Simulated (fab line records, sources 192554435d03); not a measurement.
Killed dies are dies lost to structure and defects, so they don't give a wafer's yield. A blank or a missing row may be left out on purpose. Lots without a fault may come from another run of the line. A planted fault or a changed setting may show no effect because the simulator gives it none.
fab line records | flow n5_finfet
record lots=24 wafers=72 last_day=19
route steps=1938 shown SD_EPI_P@310 ILD0@346 SDB@347
lots that met no fault: from a run of the same line without faults
start_h: hours from the record's first day to the start of the lot's first wafer shown | wait_h: hours since the lot's step before | " the same as in the row above | L1.1+2: a row that stands for several wafers | - no value, or no start given | * or withheld: withheld | < > ~ a bound
route shown NAME@n: a module of which the file shows steps, and the number in the route of the first | usual: mean/standard deviation of fault-free wafers | same: alike in all rows | chamber/n: place in a boat | sites: the reading at each site | _std_site: their standard deviation | _edge_site: outer sites' mean less inner sites' | radius_mm: how far each site lies from the wafer's centre | mask NAME#n: copy n | behind: the tool/chamber that last shaped the wafer | hold: why the lot was held/for how many hours/how that ended | device: the transistor (n, p or np) that didn't switch | end of line: the same wafers' tests at the end of the route | a step without rows: its recipe alone | killed: dies lost to structure and defects at the first sort, not the wafer's yield | map: a wafer's dies, x killed, . not, _ none there
set.NAME: the setting as run; set.NAME@STEP: as run at that earlier step | model.NAME: the simulator's own value behind a step, which no gauge read
steps of the route over a sample of lots; a table a step, a row a wafer
services: from which hour (start_h, from the record's first day; less than 0 if before it) a tool's chamber was out of use, for how many hours, and why
## steps
# step N5_SD_EPI_P_ETCHBACK_46
# recipe chemistry=CH3F/O2 mode=anisotropic_etchback target=SiNx target_depth_a=175 stop_on=SiO2 over_etch_frac=0.3 ion_energy_ev=120 pressure_mtorr=30 source_w=395 bias_w=73 Ar_flow_sccm=150 CH3F_flow_sccm=30 O2_flow_sccm=20
# usual drypump_motor_current_A=5.6/0.43 oes_o_777_au=0.79/0.099 oes_product_au=0.67/0.088 rf_vpp_V=298/7.8 showerhead_plenum_p_Torr=2.02/0.071 throttle_valve_pct=16.4/0.31
# columns lot.wafer tool chamber start_h wait_h drypump_motor_current_A oes_o_777_au oes_product_au rf_hours_counter_h rf_vpp_V showerhead_plenum_p_Torr throttle_valve_pct
L074.2 rie_diel-05 1 56.01 0.0 5.5 0.71 0.62 176 295 1.96 16.3
L074.4 " 2 " " 5.8 0.71 0.60 238 290 1.95 16.3
L074.5 " 3 " " 5.2 0.74 0.61 - 294 1.96 16.5
L075.1 rie_diel-02 2 67.31 0.0 5.6 0.75 0.61 209 292 1.99 16.8
L075.3 " 0 " " 6.0 0.73 0.66 155 304 2.00 16.4
L075.5 " 1 " " 5.9 0.77 0.64 - 295 2.09 16.5
L076.1 rie_diel-04 3 73.76 0.0 5.0 0.64 0.59 249 304 2.07 16.4
L076.2 " 0 " " 5.2 0.67 0.58 231 309 1.89 16.1
L076.6 " 3 " " 5.0 0.64 0.58 - 304 2.07 16.4
L078.1 rie_diel-02 2 79.14 0.0 5.7 0.74 0.61 214 292 1.99 16.8
L078.2 " 0 " " 6.0 0.73 0.65 159 304 2.00 16.4
L078.6 " 2 " " 5.7 0.74 0.61 - 292 1.99 16.8
L077.2 rie_diel-02 3 80.72 0.0 5.4 0.95 0.83 2 301 2.13 16.0
L077.3 " 1 " " 5.9 0.77 0.65 151 293 2.08 16.5
L077.4 " 2 " " 5.7 0.74 0.61 215 291 1.99 16.8
L079.3 rie_diel-02 3 88.01 0.0 5.4 0.93 0.81 5 301 2.13 16.0
L079.4 " 0 " " 6.0 0.73 0.66 163 303 2.00 16.5
L079.6 " 0 " " 6.0 0.73 0.65 - 302 2.00 16.5
L080.1 rie_diel-04 3 91.19 0.0 5.0 0.92 0.84 1 303 2.07 15.9
L080.2 " 2 " " 4.9 0.89 0.72 59 285 2.04 16.2
L080.6 " 0 " " 5.3 0.67 0.57 - 310 1.88 16.2
L081.2 rie_diel-02 3 100.63 0.0 5.4 0.91 0.81 9 301 2.13 16.0
L081.3 " 0 " " 6.0 0.72 0.64 167 303 2.00 16.4
L081.5 " 2 " " 5.6 0.74 0.61 - 292 1.99 16.8
L082.2 rie_diel-05 1 110.37 0.0 5.5 0.69 0.61 189 296 1.96 16.3
L082.5 " 3 " " 5.2 0.73 0.60 - 294 1.95 16.5
L082.6 " 2 " " 5.8 0.70 0.59 - 290 1.95 16.4
L083.1 rie_diel-02 1 113.47 0.0 5.9 0.77 0.63 161 294 2.08 16.6
L083.2 " 2 " " 5.6 0.74 0.60 225 292 1.99 16.8
L083.3 " 3 " " 5.4 0.91 0.80 12 300 2.13 16.0
L084.1 rie_diel-02 3 125.31 0.0 5.4 0.90 0.78 15 301 2.13 16.1
L084.3 " 0 " " 6.0 0.72 0.65 173 304 1.99 16.5
L084.6 " 0 " " 6.0 0.72 0.65 - 303 1.99 16.5
L085.1 rie_diel-05 2 130.36 0.0 5.8 1.01 0.86 1 289 1.95 15.9
L085.2 " 1 " " 5.5 0.68 0.61 196 294 1.96 16.3
L085.6 " 3 " " 5.3 0.72 0.59 - 294 1.95 16.5
L086.4 rie_diel-05 2 132.10 0.0 5.8 1.01 0.84 2 290 1.95 15.9
L086.5 " 2 " " 5.8 1.00 0.84 - 290 1.95 15.9
L086.6 " 1 " " 5.5 0.69 0.61 - 294 1.96 16.3
L087.1 rie_diel-04 2 137.32 0.0 4.9 0.87 0.70 72 283 2.03 16.3
L087.3 " 1 " " 6.2 0.71 0.60 219 307 1.92 16.7
L087.5 " 2 " " 4.9 0.87 0.71 - 283 2.03 16.2
L088.2 rie_diel-05 2 143.12 0.0 5.8 0.98 0.82 6 290 1.95 15.9
L088.3 " 3 " " 5.3 0.72 0.59 226 294 1.95 16.6
L088.6 " 2 " " 5.7 0.98 0.82 - 291 1.95 15.9
L089.3 rie_diel-04 0 149.07 0.0 5.3 0.98 0.84 2 314 2.13 15.8
L089.4 " 1 " " 6.2 0.70 0.59 224 304 1.92 16.7
L089.6 " 3 " " 5.0 0.85 0.78 - 304 2.06 15.9
L090.1 rie_diel-04 1 151.56 0.0 6.2 0.70 0.58 224 304 1.92 16.7
L090.4 " 2 " " 4.9 0.87 0.70 78 285 2.03 16.3
L090.6 " 2 " " 4.9 0.86 0.70 - 283 2.03 16.3
L092.1 rie_diel-02 0 160.61 0.0 6.0 0.72 0.64 181 304 1.99 16.5
L092.4 " 1 " " 5.9 0.75 0.63 174 294 2.08 16.6
L092.5 " 0 " " 6.1 0.72 0.64 - 303 1.99 16.5
L091.1 rie_diel-05 2 162.92 0.0 5.8 0.96 0.80 13 291 1.95 15.9
L091.3 " 1 " " 5.5 0.68 0.60 208 296 1.95 16.3
L091.4 " 3 " " 5.3 0.72 0.59 233 293 1.95 16.6
L093.1 rie_diel-05 1 171.52 0.0 5.5 0.68 0.60 208 294 1.95 16.3
L093.4 " 3 " " 5.3 0.70 0.59 236 294 1.95 16.6
L093.5 " 2 " " 5.7 0.95 0.80 - 290 1.94 15.9
L094.2 rie_diel-05 3 176.63 0.0 5.3 0.72 0.58 237 293 1.95 16.6
L094.5 " 2 " " 5.8 0.95 0.80 - 290 1.94 15.9
L094.6 " 3 " " 5.3 0.71 0.59 - 294 1.95 16.6
L095.1 rie_diel-04 3 180.95 0.0 5.0 0.85 0.76 28 305 2.06 15.9
L095.3 " 0 " " 5.3 0.94 0.80 11 315 2.13 15.8
L095.4 " 2 " " 4.9 0.86 0.69 87 283 2.03 16.3
L096.4 rie_diel-04 2 189.86 0.0 4.9 0.85 0.69 89 284 2.03 16.3
L096.5 " 3 " " 5.0 0.83 0.76 - 303 2.06 16.0
L096.6 " 0 " " 5.3 0.93 0.80 - 314 2.13 15.8
L097.1 rie_diel-02 2 195.85 0.0 5.7 0.72 0.59 247 291 1.98 16.8
L097.2 " 0 " " 6.0 0.71 0.64 191 304 1.99 16.5
L097.5 " 2 " " 5.7 0.71 0.59 - 292 1.98 16.9
# step N5_SD_EPI_P_ETCH_16
# recipe chemistry=CHF3/O2 target=SiO2 target_depth_a=50 mask_material=SOC pressure_mtorr=30 source_w=650 bias_w=170 Ar_flow_sccm=200 CHF3_flow_sccm=50 O2_flow_sccm=5 ion_energy_ev=200
# usual drypump_motor_current_A=5.6/0.42 oes_o_777_au=0.79/0.1 oes_product_au=0.79/0.11 rf_vpp_V=525/14 showerhead_plenum_p_Torr=2.43/0.08 throttle_valve_pct=18.9/0.31
# columns lot.wafer tool chamber start_h wait_h drypump_motor_current_A oes_o_777_au oes_product_au rf_hours_counter_h rf_vpp_V showerhead_plenum_p_Torr throttle_valve_pct
L074.2 rie_diel-05 1 56.21 0.1 5.5 0.70 0.72 176 520 2.37 18.7
L074.4 " 2 " " 5.8 0.69 0.69 238 511 2.36 18.9
L074.5 " 3 " " 5.3 0.74 0.72 - 518 2.36 19.0
L075.1 rie_diel-02 2 67.51 0.1 5.7 0.75 0.72 209 514 2.40 19.3
L075.3 " 0 " " 6.1 0.74 0.76 155 537 2.41 19.0
L075.5 " 1 " " 5.8 0.77 0.74 - 519 2.51 19.1
L076.1 rie_diel-04 3 73.96 0.1 5.0 0.65 0.66 249 536 2.49 18.9
L076.2 " 0 " " 5.3 0.69 0.68 231 544 2.27 18.6
L076.6 " 3 " " 5.0 0.64 0.66 - 535 2.49 19.0
L078.1 rie_diel-02 2 79.34 0.1 5.7 0.75 0.71 214 513 2.40 19.3
L078.2 " 0 " " 6.1 0.74 0.75 159 535 2.41 19.0
L078.6 " 2 " " 5.6 0.75 0.72 - 514 2.40 19.3
L077.2 rie_diel-02 3 80.92 0.1 5.4 0.98 0.98 2 530 2.55 18.6
L077.3 " 1 " " 5.9 0.76 0.74 151 516 2.51 19.1
L077.4 " 2 " " 5.7 0.74 0.71 215 514 2.40 19.3
L079.3 rie_diel-02 3 88.21 0.1 5.4 0.97 0.96 5 531 2.55 18.5
L079.4 " 0 " " 6.0 0.74 0.76 163 538 2.41 19.0
L079.6 " 0 " " 6.1 0.73 0.76 - 537 2.41 19.0
L080.1 rie_diel-04 3 91.39 0.1 5.0 0.92 0.99 1 536 2.49 18.5
L080.2 " 2 " " 4.9 0.87 0.84 59 499 2.45 18.8
L080.6 " 0 " " 5.2 0.69 0.67 - 545 2.27 18.6
L081.2 rie_diel-02 3 100.83 0.1 5.4 0.95 0.95 9 529 2.55 18.6
L081.3 " 0 " " 6.0 0.73 0.75 167 536 2.41 19.0
L081.5 " 2 " " 5.7 0.74 0.71 - 514 2.39 19.3
L082.2 rie_diel-05 1 110.57 0.1 5.5 0.70 0.70 189 520 2.36 18.7
L082.5 " 3 " " 5.3 0.72 0.71 - 518 2.36 19.1
L082.6 " 2 " " 5.8 0.68 0.69 - 512 2.36 18.9
L083.1 rie_diel-02 1 113.67 0.1 5.9 0.76 0.73 161 517 2.50 19.1
L083.2 " 2 " " 5.7 0.74 0.70 225 513 2.39 19.3
L083.3 " 3 " " 5.3 0.94 0.94 12 530 2.55 18.6
L084.1 rie_diel-02 3 125.51 0.1 5.4 0.93 0.92 15 529 2.55 18.6
L084.3 " 0 " " 6.0 0.73 0.74 173 536 2.41 19.0
L084.6 " 0 " " 6.1 0.73 0.74 - 535 2.40 19.0
L085.1 rie_diel-05 2 130.56 0.1 5.7 0.98 0.99 1 512 2.36 18.5
L085.2 " 1 " " 5.5 0.69 0.70 196 519 2.36 18.8
L085.6 " 3 " " 5.3 0.72 0.70 - 516 2.35 19.1
L086.4 rie_diel-05 2 132.30 0.1 5.8 0.97 0.99 2 513 2.36 18.5
L086.5 " 2 " " 5.8 0.97 0.98 - 511 2.36 18.5
L086.6 " 1 " " 5.5 0.69 0.70 - 520 2.36 18.8
L087.1 rie_diel-04 2 137.52 0.1 4.9 0.85 0.83 72 499 2.45 18.8
L087.3 " 1 " " 6.2 0.71 0.70 219 536 2.32 19.2
L087.5 " 2 " " 4.9 0.86 0.82 - 499 2.45 18.8
L088.2 rie_diel-05 2 143.32 0.1 5.8 0.95 0.96 6 513 2.35 18.5
L088.3 " 3 " " 5.2 0.72 0.69 226 518 2.35 19.1
L088.6 " 2 " " 5.8 0.95 0.96 - 511 2.36 18.5
L089.3 rie_diel-04 0 149.27 0.1 5.3 1.00 0.97 2 554 2.55 18.3
L089.4 " 1 " " 6.2 0.71 0.69 224 535 2.32 19.2
L089.6 " 3 " " 5.0 0.86 0.92 - 534 2.48 18.5
L090.1 rie_diel-04 1 151.76 0.1 6.1 0.71 0.69 224 537 2.32 19.2
L090.4 " 2 " " 4.9 0.85 0.83 78 498 2.45 18.8
L090.6 " 2 " " 4.9 0.85 0.82 - 498 2.45 18.8
L092.1 rie_diel-02 0 160.81 0.1 6.0 0.72 0.73 181 534 2.40 19.1
L092.4 " 1 " " 5.9 0.74 0.72 174 518 2.50 19.1
L092.5 " 0 " " 6.0 0.73 0.73 - 535 2.40 19.1
L091.1 rie_diel-05 3 163.12 0.1 5.3 0.71 0.69 233 518 2.35 19.1
L091.3 " 1 " " 5.5 0.69 0.69 208 520 2.36 18.8
L091.4 " 2 " " 5.8 0.93 0.94 13 510 2.35 18.5
L093.1 rie_diel-05 1 171.72 0.1 5.5 0.69 0.68 208 519 2.36 18.8
L093.4 " 3 " " 5.3 0.71 0.68 236 517 2.35 19.1
L093.5 " 2 " " 5.8 0.93 0.93 - 511 2.35 18.5
L094.2 rie_diel-05 3 176.83 0.1 5.3 0.70 0.69 237 518 2.35 19.1
L094.5 " 2 " " 5.8 0.92 0.92 - 512 2.35 18.5
L094.6 " 3 " " 5.3 0.70 0.68 - 516 2.35 19.1
L095.1 rie_diel-04 3 181.15 0.1 5.0 0.84 0.90 28 534 2.48 18.5
L095.3 " 0 " " 5.3 0.97 0.94 11 553 2.55 18.3
L095.4 " 2 " " 4.9 0.84 0.82 87 499 2.44 18.9
L096.4 rie_diel-04 2 190.06 0.1 4.9 0.84 0.82 89 498 2.44 18.9
L096.5 " 3 " " 5.0 0.84 0.90 - 536 2.48 18.5
L096.6 " 0 " " 5.2 0.96 0.94 - 552 2.55 18.3
L097.1 rie_diel-02 2 196.05 0.1 5.7 0.72 0.69 248 514 2.38 19.4
L097.2 " 0 " " 6.0 0.72 0.72 191 535 2.40 19.1
L097.5 " 2 " " 5.7 0.73 0.69 - 514 2.38 19.4
# step N5_SD_EPI_P_EPI_MEAS_23
# recipe mode=xrd
# usual thk_nm=61.2/1.2
# columns lot.wafer tool chamber start_h wait_h thk_nm
L074.2 film_metro-01 - 60.00 2.0 60.5
L074.4 " - " " 60.7
L074.5 " - " " 60.3
L075.1 film_metro-01 - 71.28 2.4 60.1
L075.3 " - " " 63.9
L075.5 " - " " 60.7
L076.1 film_metro-02 - 77.69 2.4 60.3
L076.2 " - " " 59.5
L076.6 " - " " 59.2
L078.1 film_metro-02 - 82.28 1.9 62.1
L078.2 " - " " 62.4
L078.6 " - " " 61.1
L077.2 film_metro-02 - 84.69 2.0 61.5
L077.3 " - " " 61.9
L077.4 " - " " 63.2
L079.3 film_metro-02 - 91.15 1.1 60.5
L079.4 " - " " 60.2
L079.6 " - " " 60.5
L080.1 film_metro-01 - 95.04 2.4 59.7
L080.2 " - " " 59.5
L080.6 " - " " 60.3
L081.2 film_metro-02 - 103.77 1.5 58.3
L081.3 " - " " 59.6
L081.5 " - " " 60.3
L082.2 film_metro-01 - 113.74 1.5 62.9
L082.5 " - " " 61.3
L082.6 " - " " 60.2
L083.1 film_metro-01 - 117.44 2.4 62.8
L083.2 " - " " 63.7
L083.3 " - " " 61.9
L084.1 film_metro-01 - 130.40 3.2 60.3
L084.3 " - " " 61.7
L084.6 " - " " 59.8
L085.1 film_metro-01 - 135.45 3.2 61.6
L085.2 " - " " 59.7
L085.6 " - " " 60.8
L086.4 film_metro-01 - 137.19 1.3 62.4
L086.5 " - " " 62.5
L086.6 " - " " 60.3
L087.1 film_metro-01 - 141.29 2.4 61.9
L087.3 " - " " 61.0
L087.5 " - " " 63.4
L088.2 film_metro-02 - 148.22 2.6 61.3
L088.3 " - " " 59.8
L088.6 " - " " 61.2
L089.3 film_metro-02 - 153.22 1.5 61.1
L089.4 " - " " 62.3
L089.6 " - " " 61.7
L090.1 film_metro-02 - 156.65 3.2 62.4
L090.4 " - " " 62.9
L090.6 " - " " 62.3
L092.1 film_metro-01 - 164.58 2.4 61.2
L092.4 " - " " 60.5
L092.5 " - " " 60.2
L091.1 film_metro-02 - 168.03 3.2 60.2
L091.3 " - " " 60.5
L091.4 " - " " 63.2
L093.1 film_metro-02 - 176.67 3.2 62.7
L093.4 " - " " 61.6
L093.5 " - " " 60.7
L094.2 film_metro-02 - 181.92 2.6 61.9
L094.5 " - " " 62.2
L094.6 " - " " 58.9
L095.1 film_metro-02 - 184.08 1.8 61.3
L095.3 " - " " 59.5
L095.4 " - " " 60.3
L096.4 film_metro-02 - 193.84 1.0 60.9
L096.5 " - " " 61.5
L096.6 " - " " 60.4
L097.1 film_metro-01 - 199.76 2.4 60.8
L097.2 " - " " 61.7
L097.5 " - " " 61.1
# step N5_ILD0_INSPECT_06
# recipe inspect_instrument=darkfield mode=post_cmp
# usual raw_defect_count=38/19
# columns lot.wafer tool chamber start_h wait_h raw_defect_count
L074.2 defect_inspect-01 - 67.35 0.0 19
L074.4 " - " " 39
L074.5 " - " " 22
L075.1 defect_inspect-01 - 78.50 0.0 12
L075.3 " - " " 15
L075.5 " - " " 20
L076.1 defect_inspect-01 - 84.92 0.0 49
L076.2 " - " " 25
L076.6 " - " " 57
L078.1 defect_inspect-02 - 89.60 0.0 23
L078.2 " - " " 27
L078.6 " - " " 31
L077.2 defect_inspect-01 - 93.91 0.0 43
L077.3 " - " " 110
L077.4 " - " " 34
L079.3 defect_inspect-01 - 98.60 0.0 51
L079.4 " - " " 34
L079.6 " - " " 76
L080.1 defect_inspect-02 - 102.61 0.0 75
L080.2 " - " " 45
L080.6 " - " " 39
L081.2 defect_inspect-02 - 110.96 0.0 51
L081.3 " - " " 20
L081.5 " - " " 18
L082.2 defect_inspect-02 - 121.02 0.0 31
L082.5 " - " " 53
L082.6 " - " " 48
L083.1 defect_inspect-02 - 125.79 0.0 34
L083.2 " - " " 48
L083.3 " - " " 22
L084.1 defect_inspect-02 - 137.61 0.0 45
L084.3 " - " " 44
L084.6 " - " " 76
L085.1 defect_inspect-01 - 143.00 0.0 22
L085.2 " - " " 36
L085.6 " - " " 13
L086.4 defect_inspect-02 - 146.25 0.0 33
L086.5 " - " " 28
L086.6 " - " " 80
L087.1 defect_inspect-02 - 149.26 0.0 35
L087.3 " - " " 49
L087.5 " - " " 38
L088.2 defect_inspect-02 - 155.42 0.0 33
L088.3 " - " " 24
L088.6 " - " " 23
L089.3 defect_inspect-02 - 160.54 0.0 58
L089.4 " - " " 26
L089.6 " - " " 30
L090.1 defect_inspect-02 - 163.87 0.0 39
L090.4 " - " " 54
L090.6 " - " " 28
L092.1 defect_inspect-01 - 171.98 0.0 29
L092.4 " - " " 22
L092.5 " - " " 50
L091.1 defect_inspect-01 - 175.63 0.0 78
L091.3 " - " " 41
L091.4 " - " " 36
L093.1 defect_inspect-02 - 184.25 0.0 24
L093.4 " - " " 13
L093.5 " - " " 36
L094.2 defect_inspect-01 - 189.74 0.0 42
L094.5 " - " " 73
L094.6 " - " " 39
L095.1 defect_inspect-02 - 191.45 0.0 62
L095.3 " - " " 39
L095.4 " - " " 33
L096.4 defect_inspect-02 - 201.63 0.0 63
L096.5 " - " " 21
L096.6 " - " " 30
L097.1 defect_inspect-02 - 206.99 0.0 29
L097.2 " - " " 27
L097.5 " - " " 28
# step N5_SDB_HM_DEP_00
# recipe material=SiNx target_thk_a=400 temp_c=400 precursor=SiH4/NH3/N2 pressure_torr=1.5 rf_w=300 time_s=35.3
# usual heater_power_w=788/110 showerhead_plenum_p_Torr=5.16/0.06 showerhead_vpp_V=1058/36 throttle_valve_pct=38.6/1.6
# columns lot.wafer tool chamber start_h wait_h heater_power_w showerhead_plenum_p_Torr showerhead_vpp_V since_wet_clean_h throttle_valve_pct
L074.2 pecvd-02 2 67.39 0.0 798 5.21 1123 17 35.1
L074.4 " 2 " " 789 5.22 1093 - 34.9
L074.5 " 1 " " 673 5.09 1063 - 39.6
L075.1 pecvd-02 0 78.54 0.0 817 5.22 1084 782 38.6
L075.3 " 0 " " 812 5.21 1078 - 38.4
L075.5 " 1 " " 675 5.09 1070 - 39.4
L076.1 pecvd-03 0 84.95 0.0 1077 5.21 988 1151 38.6
L076.2 " 1 " " 918 5.21 1047 1876 40.0
L076.6 " 0 " " 1052 5.22 989 - 38.9
L078.1 pecvd-01 2 89.64 0.0 933 5.12 1035 2062 38.4
L078.2 " 0 " " 628 5.07 1076 612 39.8
L078.6 " 2 " " 949 5.11 1024 - 38.8
L077.2 pecvd-03 2 93.95 0.0 750 5.18 1081 406 34.0
L077.3 " 0 " " 1096 5.21 1022 1160 38.6
L077.4 " 2 " " 746 5.17 1101 - 34.1
L079.3 pecvd-01 2 98.64 0.0 823 5.13 1018 2071 38.8
L079.4 " 0 " " 731 5.06 1050 - 40.0
L079.6 " 1 " " 799 5.18 1044 - 38.8
L080.1 pecvd-01 1 102.65 0.0 868 5.20 1038 1350 38.8
L080.2 " 0 " " 660 5.05 1037 625 39.8
L080.6 " 2 " " 993 5.11 1006 - 38.9
L081.2 pecvd-01 1 110.99 0.0 750 5.20 1044 1359 39.1
L081.3 " 2 " " 823 5.12 1018 2084 39.0
L081.5 " 2 " " 847 5.12 1014 - 39.0
L082.2 pecvd-02 0 121.05 0.0 730 5.23 1083 825 38.6
L082.5 " 2 " " 812 5.21 1093 - 35.4
L082.6 " 1 " " 614 5.09 1054 - 39.4
L083.1 pecvd-02 1 125.83 0.0 657 5.09 1068 1555 39.7
L083.2 " 2 " " 736 5.20 1107 76 35.5
L083.3 " 0 " " 764 5.22 1097 830 39.0
L084.1 pecvd-01 0 137.65 0.0 673 5.06 1059 660 39.8
L084.3 " 2 " " 966 5.13 1014 2110 38.7
L084.6 " 0 " " 664 5.06 1019 - 40.0
L085.1 pecvd-01 2 143.04 0.0 913 5.12 999 2116 38.8
L085.2 " 1 " " 743 5.21 1036 1391 38.7
L085.6 " 2 " " 947 5.12 1022 - 38.7
L086.4 pecvd-02 0 146.31 0.1 781 5.23 1085 - 38.7
L086.5 " 1 " " 631 5.11 1086 - 39.5
L086.6 " 2 " " 807 5.22 1115 - 35.6
L087.1 pecvd-02 1 149.29 0.0 634 5.10 1053 1578 39.3
L087.3 " 0 " " 678 5.23 1096 853 38.5
L087.5 " 1 " " 643 5.08 1066 - 39.7
L088.2 pecvd-01 1 155.46 0.0 719 5.19 1029 1403 38.8
L088.3 " 2 " " 936 5.12 1006 2128 38.9
L088.6 " 2 " " 957 5.12 1028 - 39.1
L089.3 pecvd-02 2 160.58 0.0 804 5.22 1100 110 35.8
L089.4 " 2 " " 830 5.23 1108 - 35.7
L089.6 " 0 " " 811 5.21 1069 - 38.8
L090.1 pecvd-01 2 163.90 0.0 914 5.10 1006 2137 38.8
L090.4 " 1 " " 869 5.19 1063 - 38.7
L090.6 " 2 " " 904 5.12 1027 - 38.7
L092.1 pecvd-03 1 172.01 0.0 884 5.20 1058 1963 40.0
L092.4 " 1 " " 887 5.19 1072 - 40.0
L092.5 " 2 " " 777 5.19 1106 - 34.1
L091.1 pecvd-02 0 175.67 0.0 697 5.22 1102 880 38.8
L091.3 " 1 " " 659 5.10 1062 1605 39.6
L091.4 " 2 " " 783 5.21 1087 - 35.5
L093.1 pecvd-02 0 184.28 0.0 790 5.23 1087 888 39.0
L093.4 " 0 " " 811 5.22 1083 - 39.0
L093.5 " 2 " " 702 5.23 1105 - 35.8
L094.2 pecvd-01 1 189.78 0.0 866 5.20 1027 1437 38.8
L094.5 " 2 " " 811 5.12 1002 - 38.8
L094.6 " 1 " " 875 5.18 1031 - 38.9
L095.1 pecvd-03 1 191.49 0.0 855 5.19 1057 1983 40.1
L095.3 " 2 " " 727 5.18 1106 504 34.5
L095.4 " 2 " " 729 5.18 1110 - 34.1
L096.4 pecvd-01 1 201.70 0.1 738 5.19 1020 - 39.0
L096.5 " 0 " " 725 5.06 1044 - 40.4
L096.6 " 2 " " 955 5.12 991 - 38.8
L097.1 pecvd-02 0 207.03 0.0 708 5.22 1102 911 39.1
L097.2 " 1 " " 577 5.09 1081 1636 39.4
L097.5 " 0 " " 696 5.21 1080 - 38.8
# step N5_SDB_ALD_29
# recipe material=SiNx target_thk_a=300 temp_c=400 ald_precursor_family=SiH2I2 ald_co_reactant=N2/H2-plasma pulse_time_s=1 ald_cycles=600 purge_time_s=2 co_reactant_purge_time_s=2 pressure_torr=2
# usual heater_power_w=830/99 precursor_pulse_height_rel=1.001/0.02
# same pulse_time_s=1
# columns lot.wafer tool chamber start_h wait_h heater_power_w precursor_pulse_height_rel since_wet_clean_h
L074.2 ald_sin-02 1 69.58 0.0 980 1.025 62
L074.4 " 3 " " 884 0.982 62
L074.5 " 3 70.93 1.4 884 1.017 -
L075.1 ald_sin-02 3 79.90 0.0 882 1.006 73
L075.3 " 2 " " 778 0.978 73
L075.5 " 3 81.25 1.4 901 1.012 -
L076.1 ald_sin-02 3 86.56 0.4 881 0.956 79
L076.2 " 0 " " 723 1.019 79
L076.6 " 1 87.91 1.7 979 0.989 -
L078.1 ald_sin-01 0 90.97 0.0 717 0.997 281
L078.2 " 1 " " 860 0.978 281
L078.6 " 0 92.32 1.4 712 1.006 -
L077.2 ald_sin-01 3 96.28 0.2 623 1.031 286
L077.3 " 2 " " 831 0.969 286
L077.4 " 0 " " 693 1.009 286
L079.3 ald_sin-02 0 99.85 0.0 747 1.030 93
L079.4 " 1 " " 946 1.008 93
L079.6 " 0 101.20 1.4 740 0.994 -
L080.1 ald_sin-02 1 103.98 0.0 965 0.982 97
L080.2 " 3 " " 902 0.985 97
L080.6 " 0 105.33 1.4 749 1.003 -
L081.2 ald_sin-02 0 112.55 0.0 745 1.001 105
L081.3 " 2 " " 768 0.987 105
L081.5 " 3 113.90 1.4 901 0.973 -
L082.2 ald_sin-01 1 122.27 0.0 864 1.037 312
L082.5 " 1 123.62 1.4 852 1.020 -
L082.6 " 0 " " 711 1.009 -
L083.1 ald_sin-03 1 127.14 0.0 765 1.001 29
L083.2 " 0 " " 978 0.999 29
L083.3 " 2 " " 925 1.021 29
L084.1 ald_sin-03 1 139.26 0.1 751 1.020 41
L084.3 " 0 " " 972 1.027 41
L084.6 " 1 140.62 1.4 752 1.000 -
L085.1 ald_sin-02 1 144.38 0.0 996 1.005 137
L085.2 " 0 " " 737 1.037 137
L085.6 " 3 145.73 1.4 907 0.984 -
L086.4 ald_sin-02 1 148.28 0.0 953 0.985 141
L086.5 " 1 149.63 1.4 965 1.013 -
L086.6 " 2 " " 779 1.038 -
L087.1 ald_sin-02 3 151.15 0.0 903 1.016 144
L087.3 " 2 " " 777 1.025 144
L087.5 " 2 152.50 1.4 765 0.977 -
L088.2 ald_sin-03 3 157.20 0.1 807 1.055 59
L088.3 " 1 " " 771 1.039 59
L088.6 " 1 158.55 1.5 773 0.989 -
L089.3 ald_sin-01 2 161.91 0.0 816 0.979 352
L089.4 " 0 " " 725 1.033 352
L089.6 " 1 163.27 1.4 839 0.999 -
L090.1 ald_sin-03 0 165.39 0.0 946 0.992 67
L090.4 " 2 " " 962 1.003 67
L090.6 " 0 166.74 1.4 949 0.970 -
L092.1 ald_sin-01 3 173.42 0.0 622 1.017 363
L092.4 " 0 174.77 1.4 715 0.986 -
L092.5 " 2 " " 832 1.019 -
L091.1 ald_sin-03 3 177.09 0.0 812 1.016 79
L091.3 " 1 " " 766 0.966 79
L091.4 " 1 178.44 1.4 765 0.985 -
L093.1 ald_sin-02 2 185.49 0.0 775 1.003 178
L093.4 " 3 186.84 1.4 892 1.016 -
L093.5 " 1 " " 980 0.985 -
L094.2 ald_sin-03 1 192.35 0.8 772 0.986 94
L094.5 " 0 193.70 2.1 990 1.023 -
L094.6 " 1 " " 773 1.011 -
L095.1 ald_sin-02 2 192.70 0.0 794 1.006 186
L095.3 " 0 " " 738 0.984 186
L095.4 " 3 " " 915 0.999 186
L096.4 ald_sin-03 1 203.06 0.0 779 1.006 104
L096.5 " 1 204.41 1.4 796 1.008 -
L096.6 " 0 " " 931 0.982 -
L097.1 ald_sin-01 2 208.46 0.0 821 1.027 14
L097.2 " 0 " " 733 0.997 14
L097.5 " 3 209.81 1.4 635 0.958 -
## services
# columns tool chamber start_h hours kind
ald_sin-01 0 51.21 1.7 repair
pecvd-02 - 51.57 5.0 repair
ald_sin-03 2 55.24 9.3 repair
rie_diel-04 0 61.47 8.6 repair
pecvd-01 - 63.47 2.8 pm
rie_diel-05 1 68.25 16.4 repair
pecvd-02 2 69.67 17.4 repair
rie_diel-05 - 69.73 15.6 pm
rie_diel-04 2 79.75 5.4 repair
pecvd-02 - 81.23 0.8 repair
pecvd-01 - 83.93 2.7 repair
ald_sin-03 - 85.25 14.0 pm
ald_sin-03 0 111.63 3.1 repair
ald_sin-01 3 121.34 8.3 repair
rie_diel-02 0 137.14 1.7 repair
rie_diel-05 0 139.20 12.1 repair
ald_sin-03 3 150.42 5.6 repair
rie_diel-02 2 167.26 2.7 repair
ald_sin-03 0 168.46 15.3 repair
rie_diel-04 3 171.42 1.6 repair
ald_sin-01 1 171.53 16.3 repair
ald_sin-02 0 176.86 13.6 repair
rie_diel-04 1 190.80 1.3 repair
pecvd-01 0 196.20 4.1 repair
## key
fault none
